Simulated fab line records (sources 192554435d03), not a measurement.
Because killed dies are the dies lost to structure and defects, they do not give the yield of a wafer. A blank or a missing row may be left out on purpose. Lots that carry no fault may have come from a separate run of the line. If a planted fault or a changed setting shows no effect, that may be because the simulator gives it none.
Lot-split experiment    flow n5Finfet    21 wafers read across 7 lots, on a route 1938 steps long

## ON THE SPLIT
At N5_BEOL_M0_ETCH_128 (etches SiCN in CF4/N2, target depth 12 nm, overetch 5.1 nm, time 21.4 s), the setting sourceW was moved away from the recipe's 430 W on 8 of the 21 wafers read, by -12.0% to +13.9%. This setting was run at the recipe's value on the other wafers.

The reading is taken at the split's own step.

## THE READING
rfVppV, in V, at N5_BEOL_M0_ETCH_128 (etches SiCN in CF4/N2, target depth 12 nm, overetch 5.1 nm, time 21.4 s). Typical for fault-free wafers on this fab line: 382.2 V, with standard deviation 1.8 V.

wafer   tool, chamber at the split  sourceW as run, W  against the recipe  rfVppV, V  against lot-mates on the recipe
L077.2  rieDiel-04, 1               430                recipe              382.2      -
L077.5  rieDiel-04, 1               430                recipe              382.4      -
L077.6  rieDiel-04, 2               430                recipe              383.8      -
L080.2  rieDiel-04, 1               430                recipe              384.6      -
L080.3  rieDiel-04, 3               378.6              -12.0%              401.6      +17.0
L080.5  rieDiel-04, 0               378.6              -12.0%              395.1      +10.5
L083.1  rieDiel-01, 1               430                recipe              381.9      -
L083.2  rieDiel-01, 2               473.7              +10.2%              370.7      -10.6
L083.6  rieDiel-01, 1               430                recipe              380.7      -
L087.2  rieDiel-04, 3               378.7              -11.9%              400.7      +17.1
L087.3  rieDiel-04, 1               378.7              -11.9%              398.2      +14.6
L087.6  rieDiel-04, 2               430                recipe              383.6      -
L088.3  rieDiel-01, 0               389                -9.5%               393.1      +11.1
L088.4  rieDiel-01, 1               430                recipe              381.0      -
L088.5  rieDiel-01, 2               430                recipe              383.1      -
L093.2  rieDiel-01, 0               489.6              +13.9%              364.0      -16.0
L093.4  rieDiel-01, 1               430                recipe              380.0      -
L093.6  rieDiel-01, 3               489.6              +13.9%              363.8      -16.2
L095.2  rieDiel-04, 2               430                recipe              383.2      -
L095.4  rieDiel-04, 2               430                recipe              382.7      -
L095.5  rieDiel-04, 3               430                recipe              383.3      -

FIT RESULTS
A straight line over all 21 wafers: rfVppV changes by -1.32 V for each +1% of sourceW; r = -0.99; the points scatter about the line by 1.7 V.
The same after taking each lot's own level away (the mean of its wafers on the recipe; 21 wafers): -1.19 V for each +1%; r = -0.99; scatter 1.4 V.
The reading moves by 16 V for the largest change in sourceW, on that fit.
The lots' own levels span 380.00 to 384.60 V, that is 2.6 times the standard deviation above.
In other words, the slope is changed by the lot-to-lot level; the two fits disagree.
Check: -16.3 V against its lot-mates is what the line predicts for one of the wafers moved furthest among these (+13.9%) when that wafer is left out of the fit. Against them it came out at -16 V.
Tool readings at the split's step, against how far the setting was moved: rfVppV r = -0.99.

## THE OTHER SPLITS THESE WAFERS WENT THROUGH
These wafers also went through other splits before the reading. Each is held against what the fit with the lots' levels taken away leaves over:
other split on the same wafers           wafers away from the commonest value  r with rfVppV (lot level and that fit taken away)
N5_MOL_CONTACT_COAG_COAT_64 spinRpm      9                                     +0.19
N5_BEOL_M0_SAQP_PEB_12 pebTimeS          9                                     +0.00
N5_BEOL_M0_SAQP_DEVELOP_13 developTimeS  6                                     -0.10
N5_BEOL_M0_CUTY_COAT_50 spinRpm          10                                    +0.01

## FILE'S OWN FIT
rfVppV changes by -1.17 V for each +1% of sourceW, r = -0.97.
